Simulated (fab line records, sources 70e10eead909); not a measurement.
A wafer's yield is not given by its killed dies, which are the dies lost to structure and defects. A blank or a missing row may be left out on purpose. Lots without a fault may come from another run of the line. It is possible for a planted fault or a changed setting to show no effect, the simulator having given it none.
What tool caused it? :: flow nand harc :: 12 lots, 36 wafers sampled, at 2 steps of a route of 1159

WHAT THE GAUGES SHOWED, per wafer
NHARC_A_SLIT_OVL_MEAS_10.
lot: L074
measured: day 14 04:08
on: overlay-02
overlay x nm (nm): -0.7 -0.7 -0.5

lot: L076
measured: day 14 17:04
on: overlay-02
overlay x nm (nm): -0.1 -0.3 0.3

lot: L078
measured: day 15 14:49
on: overlay-01
overlay x nm (nm): 0.1 -0.2 -0.1

lot: L081
measured: day 16 09:19
on: overlay-01
overlay x nm (nm): 0.2 0.5 0.8

lot: L084
measured: day 16 18:47
on: overlay-01
overlay x nm (nm): 0.5 -0.1 1.0

lot: L087
measured: day 17 10:56
on: overlay-02
overlay x nm (nm): 0.1 -0.2 -0.4

lot: L086
measured: day 17 11:41
on: overlay-01
overlay x nm (nm): 1.7 2.0 1.3

lot: L088
measured: day 17 21:52
on: overlay-01
overlay x nm (nm): -0.3 -0.9 -0.7

lot: L091
measured: day 18 13:14
on: overlay-02
overlay x nm (nm): 0.1 -0.1 -0.9

lot: L093
measured: day 19 14:30
on: overlay-01
overlay x nm (nm): -0.1 -0.1 0.5

lot: L094
measured: day 19 16:41
on: overlay-01
overlay x nm (nm): 0.8 0.6 0.1

lot: L097
measured: day 20 11:43
on: overlay-02
overlay x nm (nm): 1.0 0.9 0.9

WHAT TOOL EACH LOT RAN ON (gives the tool, then ch and the chambers of the sampled wafers, and finally the start)
lot: L074
NHARC_A_SGD_CUT_ETCH_16: rie diel-03 ch 0,3, day 14 04:08 or earlier

lot: L076
NHARC_A_SGD_CUT_ETCH_16: rie diel-03 ch 0,1,2, day 14 17:04 or earlier

lot: L078
NHARC_A_SGD_CUT_ETCH_16: rie diel-13 ch 0,1,2, day 15 14:49 or earlier

lot: L081
NHARC_A_SGD_CUT_ETCH_16: rie diel-13 ch 0,1, day 16 09:19 or earlier

lot: L084
NHARC_A_SGD_CUT_ETCH_16: rie diel-03 ch 0,1,2, day 16 18:47 or earlier

lot: L087
NHARC_A_SGD_CUT_ETCH_16: rie diel-03 ch 0,2,3, day 17 10:56 or earlier

lot: L086
NHARC_A_SGD_CUT_ETCH_16: rie diel-03 ch 1,2, day 17 11:41 or earlier

lot: L088
NHARC_A_SGD_CUT_ETCH_16: rie diel-13 ch 0,2,3, day 17 21:52 or earlier

lot: L091
NHARC_A_SGD_CUT_ETCH_16: rie diel-13 ch 1,2, day 18 13:14 or earlier

lot: L093
NHARC_A_SGD_CUT_ETCH_16: rie diel-02 ch 0,2,3, day 19 14:30 or earlier

lot: L094
NHARC_A_SGD_CUT_ETCH_16: rie diel-03 ch 0,3, day 19 16:41 or earlier

lot: L097
NHARC_A_SGD_CUT_ETCH_16: rie diel-03 ch 1,2, day 20 11:43 or earlier
- NHARC_A_SGD_CUT_ETCH_16: etches the open film in C4F8/O2/Ar, target depth 310.5 nm, time 155.2 s.

THE ANSWER, worked out from the rows above alone
Rule: what is usual is taken from the lots themselves. Put in order of their means at a reading, lots are off if they are a third of the lots or fewer, leave a main group of 4 or more, and stand apart from it by a gap of 3 or more times the standard deviation of the main group's means; of several such gaps the widest counts. A main group whose means are all the same, to the digits that the tables above print for the reading, isn't used. A lot without any number at a reading at which 4 lots or more have one is off too. Any other lot the step has rows for is counted as sound.
Nothing can be told from this: no lot is off at any reading shown.

WHAT THE SIMULATOR PUT IN
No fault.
